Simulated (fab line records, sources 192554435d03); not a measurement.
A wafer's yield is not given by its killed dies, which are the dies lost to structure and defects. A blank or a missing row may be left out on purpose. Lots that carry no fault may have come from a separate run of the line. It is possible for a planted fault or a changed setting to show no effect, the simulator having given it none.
Matching of chambers | flow n5 finfet | N5_HKMG_FIN_ETCH_86 on rie diel-05 has 4 sister chambers
The step etches SOC in N2/H2, stops on TiN, target depth 393.2 nm. 16 wafers are shown with their chamber, then 8 later ones without.

== EACH WAFER AND ITS CHAMBER ==
wafer  | chamber | showerhead plenum p Torr (Torr) | rf vpp V (V) | throttle valve pct (%)
L078.4 | 2       | 2.63                            | 242.2        | 18.08
L078.5 | 0       | 2.62                            | 243.6        | 18.26
L078.6 | 1       | 2.42                            | 239.1        | 18.08
L080.3 | 2       | 2.62                            | 243.6        | 18.11
L080.4 | 0       | 2.62                            | 241.7        | 18.27
L080.5 | 0       | 2.62                            | 243.1        | 18.25
L083.2 | 2       | 2.62                            | 241.4        | 18.13
L083.3 | 1       | 2.41                            | 239.2        | 18.10
L083.4 | 2       | 2.62                            | 240.8        | 18.12
L085.1 | 3       | 2.63                            | 243.4        | 17.89
L085.2 | 1       | 2.41                            | 238.5        | 18.10
L085.6 | 0       | 2.62                            | 241.7        | 17.82
L086.3 | 1       | 2.41                            | 238.6        | 18.11
L086.5 | 2       | 2.62                            | 242.2        | 18.12
L086.6 | 1       | 2.41                            | 238.5        | 18.12
L089.1 | 0       | 2.61                            | 242.5        | 17.85

SIGNATURES, as means of the wafers listed above
reading                  | chamber 0 | chamber 1 | chamber 2 | chamber 3 | scatter within a chamber
showerhead plenum p Torr | 2.6180    | 2.4120    | 2.6220    | 2.6300    | 0.00447
rf vpp V                 | 242.520   | 238.780   | 242.040   | 243.400   | 0.804
throttle valve pct       | 18.0900   | 18.1020   | 18.1120   | 17.8900   | 0.135
Rule: distance of a wafer from a chamber = root of the sum over the readings of ((wafer's reading minus chamber's mean) / reading's scatter) squared. If the next closest chamber is less than 2 further off than the closest, the wafer can't be placed; otherwise it belongs to the closest. The scatter: take each reading less its chamber's mean, square it, sum over the shown wafers, divide by the number of wafers less the number of chambers, and take the root.

== WAFERS WHOSE CHAMBER IS MISSING ==
wafer  | showerhead plenum p Torr (Torr) | rf vpp V (V) | throttle valve pct (%)
L089.2 | 2.63                            | 241.0        | 17.90
L089.3 | 2.61                            | 240.4        | 18.14
L090.3 | 2.61                            | 241.0        | 17.85
L090.5 | 2.61                            | 241.5        | 18.13
L090.6 | 2.61                            | 240.7        | 17.84
L096.3 | 2.73                            | 243.1        | 17.71
L096.4 | 2.60                            | 241.6        | 17.86
L096.6 | 2.73                            | 242.9        | 17.72

== EACH ONE'S CHAMBER ==
wafer  | from the rows above          | in truth
L089.2 | can't be placed: 2 or 3 or 0 | 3
L089.3 | can't be placed: 0 or 2      | 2
L090.3 | can't be placed: 0 or 2      | 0
L090.5 | can't be placed: 0 or 2      | 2
L090.6 | can't be placed: 0 or 2      | 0
L096.3 | can't be placed: 3 or 2      | 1
L096.4 | can't be placed: 0 or 2      | 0
L096.6 | can't be placed: 3 or 2      | 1
Correct placement for 0 of the 8. Not placeable from these rows: 8 (in 6, the candidates include the true chamber). Number placed wrongly: 0.
